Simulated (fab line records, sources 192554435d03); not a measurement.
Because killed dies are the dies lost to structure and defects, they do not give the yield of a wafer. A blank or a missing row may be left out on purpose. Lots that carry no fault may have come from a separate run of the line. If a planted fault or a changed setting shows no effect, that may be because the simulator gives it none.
Which tool did it? :: flow n5_finfet :: 24 lots with 72 wafers sampled at 5 steps, on a route of 1938 steps

WHAT EACH GAUGE READ, for each wafer
N5_BEOL_M8_CD_MEAS_35 targets a cd of 40 nm.
lot: L074
measured: day 9 04:40
on: cd_sem-01
cd_nm (nm): 41.5 40.0 39.8

lot: L075
measured: day 9 09:44
on: cd_sem-02
cd_nm (nm): 40.9 39.2 41.2

lot: L077
measured: day 9 19:55
on: cd_sem-02
cd_nm (nm): 40.3 39.5 39.5

lot: L076
measured: day 9 19:43
on: cd_sem-02
cd_nm (nm): 39.7 40.2 38.6

lot: L079
measured: day 10 10:12
on: cd_sem-02
cd_nm (nm): 40.3 39.3 40.5

lot: L078
measured: day 10 10:28
on: cd_sem-02
cd_nm (nm): 40.1 40.6 40.2

lot: L080
measured: day 11 01:28
on: cd_sem-03
cd_nm (nm): 40.9 41.0 39.9

lot: L081
measured: day 11 09:55
on: cd_sem-01
cd_nm (nm): 39.4 40.2 41.0

lot: L082
measured: day 11 15:17
on: cd_sem-02
cd_nm (nm): 40.3 39.4 41.6

lot: L083
measured: day 11 18:35
on: cd_sem-03
cd_nm (nm): 40.7 41.8 39.6

lot: L084
measured: day 12 04:25
on: cd_sem-01
cd_nm (nm): 40.9 38.7 39.1

lot: L085
measured: day 12 05:14
on: cd_sem-02
cd_nm (nm): 39.4 41.3 39.9

lot: L086
measured: day 12 20:29
on: cd_sem-03
cd_nm (nm): 39.5 40.2 40.6

lot: L088
measured: day 13 05:22
on: cd_sem-02
cd_nm (nm): 39.8 40.1 40.3

lot: L087
measured: day 13 11:27
on: cd_sem-01
cd_nm (nm): 40.0 39.6 39.3

lot: L090
measured: day 13 15:22
on: cd_sem-03
cd_nm (nm): 38.7 38.8 39.5

lot: L089
measured: day 13 21:53
on: cd_sem-03
cd_nm (nm): 40.3 39.5 40.8

lot: L091
measured: day 14 06:50
on: cd_sem-03
cd_nm (nm): 40.2 41.3 41.2

lot: L092
measured: day 14 06:46
on: cd_sem-03
cd_nm (nm): 39.6 39.1 39.0

lot: L094
measured: day 14 08:49
on: cd_sem-02
cd_nm (nm): 39.9 39.8 39.2

lot: L095
measured: day 14 09:33
on: cd_sem-02
cd_nm (nm): 39.7 40.6 39.3

lot: L093
measured: day 14 20:15
on: cd_sem-02
cd_nm (nm): 39.1 39.9 38.8

lot: L096
measured: day 15 13:49
on: cd_sem-01
cd_nm (nm): 39.9 39.4 39.9

lot: L097
measured: day 16 01:38
on: cd_sem-01
cd_nm (nm): 39.9 39.8 39.2

N5_BEOL_M8_INSPECT_58: inspects for defects (darkfield).
lot: L074
measured: day 9 07:24
on: defect_inspect-02
raw_defect_count: 91 100 98

lot: L075
measured: day 9 12:28
on: defect_inspect-02
raw_defect_count: 99 115 78

lot: L077
measured: day 9 22:46
on: defect_inspect-01
raw_defect_count: 41 72 40

lot: L076
measured: day 9 22:32
on: defect_inspect-01
raw_defect_count: 54 87 56

lot: L079
measured: day 10 14:50
on: defect_inspect-02
raw_defect_count: 47 71 74

lot: L078
measured: day 10 15:01
on: defect_inspect-02
raw_defect_count: 40 43 40

lot: L080
measured: day 11 04:54
on: defect_inspect-02
raw_defect_count: 71 140 101

lot: L081
measured: day 11 12:05
on: defect_inspect-02
raw_defect_count: 50 47 60

lot: L082
measured: day 11 17:14
on: defect_inspect-02
raw_defect_count: 66 45 65

lot: L083
measured: day 11 20:51
on: defect_inspect-02
raw_defect_count: 88 66 90

lot: L084
measured: day 12 06:47
on: defect_inspect-02
raw_defect_count: 74 112 63

lot: L085
measured: day 12 07:26
on: defect_inspect-02
raw_defect_count: 62 59 61

lot: L086
measured: day 13 00:23
on: defect_inspect-02
raw_defect_count: 63 66 149

lot: L088
measured: day 13 07:43
on: defect_inspect-02
raw_defect_count: 50 53 75

lot: L087
measured: day 13 13:49
on: defect_inspect-02
raw_defect_count: 67 71 84

lot: L090
measured: day 13 20:46
on: defect_inspect-02
raw_defect_count: 40 35 38

lot: L089
measured: day 14 00:50
on: defect_inspect-02
raw_defect_count: 73 44 39

lot: L091
measured: day 14 09:56
on: defect_inspect-01
raw_defect_count: 54 71 64

lot: L092
measured: day 14 09:16
on: defect_inspect-02
raw_defect_count: 56 40 74

lot: L094
measured: day 14 12:59
on: defect_inspect-01
raw_defect_count: 43 64 47

lot: L095
measured: day 14 13:40
on: defect_inspect-02
raw_defect_count: 136 82 84

lot: L093
measured: day 14 23:52
on: defect_inspect-02
raw_defect_count: 86 110 57

lot: L096
measured: day 15 16:30
on: defect_inspect-01
raw_defect_count: 92 123 87

lot: L097
measured: day 16 05:34
on: defect_inspect-01
raw_defect_count: 99 86 190

EACH LOT AND THE TOOL THAT RAN IT (in order: tool; ch and the chambers of the sampled wafers; start)
lot: L074
N5_BEOL_M8_PECVD_70: pecvd-02 ch 1,2, day 9 01:26
N5_BEOL_M8_ETCH_66: rie_diel-02 ch 0,2, day 9 04:10
N5_BEOL_M8_DEP_56: pecvd-03 ch 0,2, day 9 07:17

lot: L075
N5_BEOL_M8_PECVD_70: pecvd-02 ch 0,1,2, day 9 07:17
N5_BEOL_M8_ETCH_66: rie_diel-01 ch 0,3, day 9 09:13
N5_BEOL_M8_DEP_56: pecvd-01 ch 0,1, day 9 12:22

lot: L077
N5_BEOL_M8_PECVD_70: pecvd-01 ch 0,2, day 9 16:37
N5_BEOL_M8_ETCH_66: rie_diel-01 ch 0,2, day 9 19:25
N5_BEOL_M8_DEP_56: pecvd-02 ch 1,2, day 9 22:40

lot: L076
N5_BEOL_M8_PECVD_70: pecvd-03 ch 0,1, day 9 16:53
N5_BEOL_M8_ETCH_66: rie_diel-02 ch 0,1,3, day 9 19:12
N5_BEOL_M8_DEP_56: pecvd-02 ch 0,1,2, day 9 22:26

lot: L079
N5_BEOL_M8_PECVD_70: pecvd-03 ch 0,1, day 10 05:00
N5_BEOL_M8_ETCH_66: rie_diel-02 ch 0,1,3, day 10 09:42
N5_BEOL_M8_DEP_56: pecvd-01 ch 0,2, day 10 14:44

lot: L078
N5_BEOL_M8_PECVD_70: pecvd-02 ch 0,1,2, day 10 05:20
N5_BEOL_M8_ETCH_66: rie_diel-01 ch 0,2,3, day 10 09:57
N5_BEOL_M8_DEP_56: pecvd-03 ch 0,1, day 10 14:53

lot: L080
N5_BEOL_M8_PECVD_70: pecvd-02 ch 0,1,2, day 10 16:55
N5_BEOL_M8_ETCH_66: rie_diel-04 ch 1,2,3, day 11 00:58
N5_BEOL_M8_DEP_56: pecvd-01 ch 1,2, day 11 04:48

lot: L081
N5_BEOL_M8_PECVD_70: pecvd-02 ch 1,2, day 11 05:10
N5_BEOL_M8_ETCH_66: rie_diel-04 ch 0,2,3, day 11 09:24
N5_BEOL_M8_DEP_56: pecvd-01 ch 1,2, day 11 11:59

lot: L082
N5_BEOL_M8_PECVD_70: pecvd-02 ch 1,2, day 11 12:53
N5_BEOL_M8_ETCH_66: rie_diel-01 ch 0,1,3, day 11 14:47
N5_BEOL_M8_DEP_56: pecvd-01 ch 0,1, day 11 17:08

lot: L083
N5_BEOL_M8_PECVD_70: pecvd-03 ch 1,2, day 11 14:26
N5_BEOL_M8_ETCH_66: rie_diel-01 ch 0,1,2, day 11 18:05
N5_BEOL_M8_DEP_56: pecvd-02 ch 0,1, day 11 20:46

lot: L084
N5_BEOL_M8_PECVD_70: pecvd-01 ch 0,1,2, day 11 20:30
N5_BEOL_M8_ETCH_66: rie_diel-01 ch 0,2,3, day 12 03:55
N5_BEOL_M8_DEP_56: pecvd-03 ch 1,2, day 12 06:42

lot: L085
N5_BEOL_M8_PECVD_70: pecvd-02 ch 1,2, day 11 20:56
N5_BEOL_M8_ETCH_66: rie_diel-01 ch 1,2, day 12 04:44
N5_BEOL_M8_DEP_56: pecvd-02 ch 0,1,2, day 12 07:20

lot: L086
N5_BEOL_M8_PECVD_70: pecvd-01 ch 0,1,2, day 12 13:29
N5_BEOL_M8_ETCH_66: rie_diel-02 ch 0,2, day 12 19:59
N5_BEOL_M8_DEP_56: pecvd-03 ch 0,1,2, day 12 23:37

lot: L088
N5_BEOL_M8_PECVD_70: pecvd-03 ch 0,1,2, day 12 23:54
N5_BEOL_M8_ETCH_66: rie_diel-02 ch 1,2,3, day 13 04:52
N5_BEOL_M8_DEP_56: pecvd-01 ch 0,1,2, day 13 07:37

lot: L087
N5_BEOL_M8_PECVD_70: pecvd-01 ch 0,2, day 13 01:06
N5_BEOL_M8_ETCH_66: rie_diel-01 ch 0,3, day 13 10:56
N5_BEOL_M8_DEP_56: pecvd-02 ch 0,2, day 13 13:43

lot: L090
N5_BEOL_M8_PECVD_70: pecvd-01 ch 0,1,2, day 13 09:00
N5_BEOL_M8_ETCH_66: rie_diel-04 ch 0,3, day 13 14:52
N5_BEOL_M8_DEP_56: pecvd-02 ch 0,1,2, day 13 20:41

lot: L089
N5_BEOL_M8_PECVD_70: pecvd-02 ch 0,1, day 13 18:02
N5_BEOL_M8_ETCH_66: rie_diel-04 ch 0,1, day 13 21:23
N5_BEOL_M8_DEP_56: pecvd-03 ch 0,1, day 14 00:44

lot: L091
N5_BEOL_M8_PECVD_70: pecvd-03 ch 0,1,2, day 14 03:40
N5_BEOL_M8_ETCH_66: rie_diel-01 ch 1,2, day 14 06:20
N5_BEOL_M8_DEP_56: pecvd-03 ch 0,1,2, day 14 09:51

lot: L092
N5_BEOL_M8_PECVD_70: pecvd-02 ch 0,1, day 14 03:56
N5_BEOL_M8_ETCH_66: rie_diel-04 ch 0,1,3, day 14 06:16
N5_BEOL_M8_DEP_56: pecvd-01 ch 0,1,2, day 14 09:10

lot: L094
N5_BEOL_M8_PECVD_70: pecvd-03 ch 0,1,2, day 14 05:12
N5_BEOL_M8_ETCH_66: rie_diel-02 ch 0,2,3, day 14 08:19
N5_BEOL_M8_DEP_56: pecvd-01 ch 0,1,2, day 14 12:53

lot: L095
N5_BEOL_M8_PECVD_70: pecvd-01 ch 0,1,2, day 14 05:58
N5_BEOL_M8_ETCH_66: rie_diel-04 ch 0,1,3, day 14 09:02
N5_BEOL_M8_DEP_56: pecvd-01 ch 0,1,2, day 14 13:35

lot: L093
N5_BEOL_M8_PECVD_70: pecvd-01 ch 0,1, day 14 13:26
N5_BEOL_M8_ETCH_66: rie_diel-01 ch 0,2,3, day 14 19:44
N5_BEOL_M8_DEP_56: pecvd-02 ch 0,2, day 14 23:47

lot: L096
N5_BEOL_M8_PECVD_70: pecvd-02 ch 1,2, day 15 10:51
N5_BEOL_M8_ETCH_66: rie_diel-01 ch 0,2, day 15 13:19
N5_BEOL_M8_DEP_56: pecvd-03 ch 1,2, day 15 16:25

lot: L097
N5_BEOL_M8_PECVD_70: pecvd-03 ch 0,1, day 15 21:40
N5_BEOL_M8_ETCH_66: rie_diel-02 ch 1,2, day 16 01:08
N5_BEOL_M8_DEP_56: pecvd-02 ch 0,1,2, day 16 05:29
- N5_BEOL_M8_PECVD_70: deposits SiO2 from TEOS/O2, target thk 20 nm, time 22.7 s.
- N5_BEOL_M8_ETCH_66: etches SOC in N2/H2, target depth 80 nm, overetch 16 nm, time 120 s.
- N5_BEOL_M8_DEP_56: deposits SiCN from 3MS/NH3, target thk 10 nm, time 17.5 s.

AS READ BY THE TOOLS THEMSELVES (means over the sampled wafers that have a number; for cases with no such wafer, the mark the record gives instead)
N5_BEOL_M8_PECVD_70.
lot: L074
tool: pecvd-02
heater_power_w (W): 720
showerhead_plenum_p_Torr (Torr): 8.76
throttle_valve_pct (%): 22.6

lot: L075
tool: pecvd-02
heater_power_w (W): 692
showerhead_plenum_p_Torr (Torr): 8.75
throttle_valve_pct (%): 22.8

lot: L077
tool: pecvd-01
heater_power_w (W): 670
showerhead_plenum_p_Torr (Torr): 8.78
throttle_valve_pct (%): 21.9

lot: L076
tool: pecvd-03
heater_power_w (W): 758
showerhead_plenum_p_Torr (Torr): 8.88
throttle_valve_pct (%): 21.7

lot: L079
tool: pecvd-03
heater_power_w (W): 698
showerhead_plenum_p_Torr (Torr): 8.86
throttle_valve_pct (%): 21.5

lot: L078
tool: pecvd-02
heater_power_w (W): 760
showerhead_plenum_p_Torr (Torr): 8.77
throttle_valve_pct (%): 22.7

lot: L080
tool: pecvd-02
heater_power_w (W): 737
showerhead_plenum_p_Torr (Torr): 8.76
throttle_valve_pct (%): 22.6

lot: L081
tool: pecvd-02
heater_power_w (W): 751
showerhead_plenum_p_Torr (Torr): 8.76
throttle_valve_pct (%): 22.7

lot: L082
tool: pecvd-02
heater_power_w (W): 727
showerhead_plenum_p_Torr (Torr): 8.76
throttle_valve_pct (%): 22.8

lot: L083
tool: pecvd-03
heater_power_w (W): 717
showerhead_plenum_p_Torr (Torr): 8.85
throttle_valve_pct (%): 20.9

lot: L084
tool: pecvd-01
heater_power_w (W): 680
showerhead_plenum_p_Torr (Torr): 8.81
throttle_valve_pct (%): 21.8

lot: L085
tool: pecvd-02
heater_power_w (W): 701
showerhead_plenum_p_Torr (Torr): 8.76
throttle_valve_pct (%): 22.7

lot: L086
tool: pecvd-01
heater_power_w (W): 698
showerhead_plenum_p_Torr (Torr): 8.81
throttle_valve_pct (%): 21.9

lot: L088
tool: pecvd-03
heater_power_w (W): 738
showerhead_plenum_p_Torr (Torr): 8.85
throttle_valve_pct (%): 21.4

lot: L087
tool: pecvd-01
heater_power_w (W): 636
showerhead_plenum_p_Torr (Torr): 8.80
throttle_valve_pct (%): 21.8

lot: L090
tool: pecvd-01
heater_power_w (W): 699
showerhead_plenum_p_Torr (Torr): 8.80
throttle_valve_pct (%): 21.9

lot: L089
tool: pecvd-02
heater_power_w (W): 799
showerhead_plenum_p_Torr (Torr): 8.79
throttle_valve_pct (%): 23.3

lot: L091
tool: pecvd-03
heater_power_w (W): 646
showerhead_plenum_p_Torr (Torr): 8.87
throttle_valve_pct (%): 21.4

lot: L092
tool: pecvd-02
heater_power_w (W): 709
showerhead_plenum_p_Torr (Torr): 8.78
throttle_valve_pct (%): 23.0

lot: L094
tool: pecvd-03
heater_power_w (W): 725
showerhead_plenum_p_Torr (Torr): 8.86
throttle_valve_pct (%): 21.5

lot: L095
tool: pecvd-01
heater_power_w (W): 653
showerhead_plenum_p_Torr (Torr): 8.81
throttle_valve_pct (%): 21.9

lot: L093
tool: pecvd-01
heater_power_w (W): 720
showerhead_plenum_p_Torr (Torr): 8.81
throttle_valve_pct (%): 21.8

lot: L096
tool: pecvd-02
heater_power_w (W): 723
showerhead_plenum_p_Torr (Torr): 8.76
throttle_valve_pct (%): 22.9

lot: L097
tool: pecvd-03
heater_power_w (W): 762
showerhead_plenum_p_Torr (Torr): 8.88
throttle_valve_pct (%): 21.9

N5_BEOL_M8_ETCH_66.
lot: L074
tool: rie_diel-02
drypump_motor_current_A (A): 6.2
oes_product_au (a.u.): 0.67
rf_vpp_V (V): 522.6
showerhead_plenum_p_Torr (Torr): 2.48
throttle_valve_pct (%): 17.49

lot: L075
tool: rie_diel-01
drypump_motor_current_A (A): 5.4
oes_product_au (a.u.): 0.57
rf_vpp_V (V): 525.2
showerhead_plenum_p_Torr (Torr): 2.61
throttle_valve_pct (%): 17.63

lot: L077
tool: rie_diel-01
drypump_motor_current_A (A): 5.7
oes_product_au (a.u.): 0.59
rf_vpp_V (V): 526.0
showerhead_plenum_p_Torr (Torr): 2.62
throttle_valve_pct (%): 17.68

lot: L076
tool: rie_diel-02
drypump_motor_current_A (A): 5.9
oes_product_au (a.u.): 0.61
rf_vpp_V (V): 522.4
showerhead_plenum_p_Torr (Torr): 2.47
throttle_valve_pct (%): 17.72

lot: L079
tool: rie_diel-02
drypump_motor_current_A (A): 5.9
oes_product_au (a.u.): 0.60
rf_vpp_V (V): 522.2
showerhead_plenum_p_Torr (Torr): 2.47
throttle_valve_pct (%): 17.74

lot: L078
tool: rie_diel-01
drypump_motor_current_A (A): 5.4
oes_product_au (a.u.): 0.60
rf_vpp_V (V): 525.4
showerhead_plenum_p_Torr (Torr): 2.59
throttle_valve_pct (%): 17.63

lot: L080
tool: rie_diel-04
drypump_motor_current_A (A): 5.3
oes_product_au (a.u.): 0.67
rf_vpp_V (V): 526.1
showerhead_plenum_p_Torr (Torr): 2.64
throttle_valve_pct (%): 17.69

lot: L081
tool: rie_diel-04
drypump_motor_current_A (A): 5.5
oes_product_au (a.u.): 0.67
rf_vpp_V (V): 524.3
showerhead_plenum_p_Torr (Torr): 2.55
throttle_valve_pct (%): 17.67

lot: L082
tool: rie_diel-01
drypump_motor_current_A (A): 5.3
oes_product_au (a.u.): 0.59
rf_vpp_V (V): 525.0
showerhead_plenum_p_Torr (Torr): 2.59
throttle_valve_pct (%): 17.53

lot: L083
tool: rie_diel-01
drypump_motor_current_A (A): 5.6
oes_product_au (a.u.): 0.61
rf_vpp_V (V): 525.4
showerhead_plenum_p_Torr (Torr): 2.60
throttle_valve_pct (%): 17.57

lot: L084
tool: rie_diel-01
drypump_motor_current_A (A): 5.4
oes_product_au (a.u.): 0.59
rf_vpp_V (V): 525.2
showerhead_plenum_p_Torr (Torr): 2.59
throttle_valve_pct (%): 17.67

lot: L085
tool: rie_diel-01
drypump_motor_current_A (A): 5.6
oes_product_au (a.u.): 0.65
rf_vpp_V (V): 523.8
showerhead_plenum_p_Torr (Torr): 2.58
throttle_valve_pct (%): 17.44

lot: L086
tool: rie_diel-02
drypump_motor_current_A (A): 6.2
oes_product_au (a.u.): 0.65
rf_vpp_V (V): 521.6
showerhead_plenum_p_Torr (Torr): 2.47
throttle_valve_pct (%): 17.54

lot: L088
tool: rie_diel-02
drypump_motor_current_A (A): 5.9
oes_product_au (a.u.): 0.59
rf_vpp_V (V): 521.6
showerhead_plenum_p_Torr (Torr): 2.47
throttle_valve_pct (%): 17.62

lot: L087
tool: rie_diel-01
drypump_motor_current_A (A): 5.1
oes_product_au (a.u.): 0.55
rf_vpp_V (V): 524.7
showerhead_plenum_p_Torr (Torr): 2.57
throttle_valve_pct (%): 17.65

lot: L090
tool: rie_diel-04
drypump_motor_current_A (A): 5.8
oes_product_au (a.u.): 0.67
rf_vpp_V (V): 523.0
showerhead_plenum_p_Torr (Torr): 2.51
throttle_valve_pct (%): 17.64

lot: L089
tool: rie_diel-04
drypump_motor_current_A (A): 5.6
oes_product_au (a.u.): 0.66
rf_vpp_V (V): 524.3
showerhead_plenum_p_Torr (Torr): 2.55
throttle_valve_pct (%): 17.68

lot: L091
tool: rie_diel-01
drypump_motor_current_A (A): 5.6
oes_product_au (a.u.): 0.63
rf_vpp_V (V): 525.4
showerhead_plenum_p_Torr (Torr): 2.57
throttle_valve_pct (%): 17.48

lot: L092
tool: rie_diel-04
drypump_motor_current_A (A): 5.6
oes_product_au (a.u.): 0.66
rf_vpp_V (V): 525.9
showerhead_plenum_p_Torr (Torr): 2.59
throttle_valve_pct (%): 17.70

lot: L094
tool: rie_diel-02
drypump_motor_current_A (A): 6.2
oes_product_au (a.u.): 0.60
rf_vpp_V (V): 521.8
showerhead_plenum_p_Torr (Torr): 2.47
throttle_valve_pct (%): 17.75

lot: L095
tool: rie_diel-04
drypump_motor_current_A (A): 5.6
oes_product_au (a.u.): 0.66
rf_vpp_V (V): 524.7
showerhead_plenum_p_Torr (Torr): 2.59
throttle_valve_pct (%): 17.68

lot: L093
tool: rie_diel-01
drypump_motor_current_A (A): 5.4
oes_product_au (a.u.): 0.57
rf_vpp_V (V): 523.6
showerhead_plenum_p_Torr (Torr): 2.58
throttle_valve_pct (%): 17.71

lot: L096
tool: rie_diel-01
drypump_motor_current_A (A): 5.6
oes_product_au (a.u.): 0.59
rf_vpp_V (V): 525.4
showerhead_plenum_p_Torr (Torr): 2.58
throttle_valve_pct (%): 17.75

lot: L097
tool: rie_diel-02
drypump_motor_current_A (A): 5.7
oes_product_au (a.u.): 0.59
rf_vpp_V (V): 521.7
showerhead_plenum_p_Torr (Torr): 2.45
throttle_valve_pct (%): 17.52

N5_BEOL_M8_DEP_56.
lot: L074
tool: pecvd-03
showerhead_plenum_p_Torr (Torr): 3.684
throttle_valve_pct (%): 9.1

lot: L075
tool: pecvd-01
showerhead_plenum_p_Torr (Torr): 3.683
throttle_valve_pct (%): 8.8

lot: L077
tool: pecvd-02
showerhead_plenum_p_Torr (Torr): 3.664
throttle_valve_pct (%): 9.3

lot: L076
tool: pecvd-02
showerhead_plenum_p_Torr (Torr): 3.666
throttle_valve_pct (%): 9.2

lot: L079
tool: pecvd-01
showerhead_plenum_p_Torr (Torr): 3.670
throttle_valve_pct (%): 8.8

lot: L078
tool: pecvd-03
showerhead_plenum_p_Torr (Torr): 3.681
throttle_valve_pct (%): 8.9

lot: L080
tool: pecvd-01
showerhead_plenum_p_Torr (Torr): 3.671
throttle_valve_pct (%): 8.8

lot: L081
tool: pecvd-01
showerhead_plenum_p_Torr (Torr): 3.674
throttle_valve_pct (%): 8.9

lot: L082
tool: pecvd-01
showerhead_plenum_p_Torr (Torr): 3.673
throttle_valve_pct (%): 8.7

lot: L083
tool: pecvd-02
showerhead_plenum_p_Torr (Torr): 3.673
throttle_valve_pct (%): 9.5

lot: L084
tool: pecvd-03
showerhead_plenum_p_Torr (Torr): 3.674
throttle_valve_pct (%): 8.5

lot: L085
tool: pecvd-02
showerhead_plenum_p_Torr (Torr): 3.659
throttle_valve_pct (%): 9.3

lot: L086
tool: pecvd-03
showerhead_plenum_p_Torr (Torr): 3.674
throttle_valve_pct (%): 8.6

lot: L088
tool: pecvd-01
showerhead_plenum_p_Torr (Torr): 3.668
throttle_valve_pct (%): 9.1

lot: L087
tool: pecvd-02
showerhead_plenum_p_Torr (Torr): 3.656
throttle_valve_pct (%): 9.2

lot: L090
tool: pecvd-02
showerhead_plenum_p_Torr (Torr): 3.659
throttle_valve_pct (%): 9.3

lot: L089
tool: pecvd-03
showerhead_plenum_p_Torr (Torr): 3.685
throttle_valve_pct (%): 8.7

lot: L091
tool: pecvd-03
showerhead_plenum_p_Torr (Torr): 3.681
throttle_valve_pct (%): 8.8

lot: L092
tool: pecvd-01
showerhead_plenum_p_Torr (Torr): 3.675
throttle_valve_pct (%): 8.8

lot: L094
tool: pecvd-01
showerhead_plenum_p_Torr (Torr): 3.675
throttle_valve_pct (%): 8.9

lot: L095
tool: pecvd-01
showerhead_plenum_p_Torr (Torr): 3.672
throttle_valve_pct (%): 8.7

lot: L093
tool: pecvd-02
showerhead_plenum_p_Torr (Torr): 3.654
throttle_valve_pct (%): 9.0

lot: L096
tool: pecvd-03
showerhead_plenum_p_Torr (Torr): 3.679
throttle_valve_pct (%): 8.6

lot: L097
tool: pecvd-02
showerhead_plenum_p_Torr (Torr): 3.665
throttle_valve_pct (%): 9.4

THE ANSWER, worked out from the rows above alone
Rule: usual is defined by the lots themselves. The widest of any qualifying gaps counts: lots, ordered by their means at a reading, are off when they make up no more than a third of the lots, leave a main group of 4 or more, and stand apart from it by 3 or more times the standard deviation of that group's means. A main group whose means are all the same, to the digits that the tables above print for the reading, isn't used. Also off: a lot with no number at a reading for which 4 or more lots have one. Where the step has rows for the other lots, those lots are counted as sound. First the gauges in route order, then the tools' own readings, where a lot's mean is used as printed above. The first step at which some lot is off is used, and at that step the reading that is off furthest; a lot without a number counts as furthest.
No lot is off on any of the readings shown, so nothing can be concluded from this.

WHAT THE SIMULATOR HAD PUT IN
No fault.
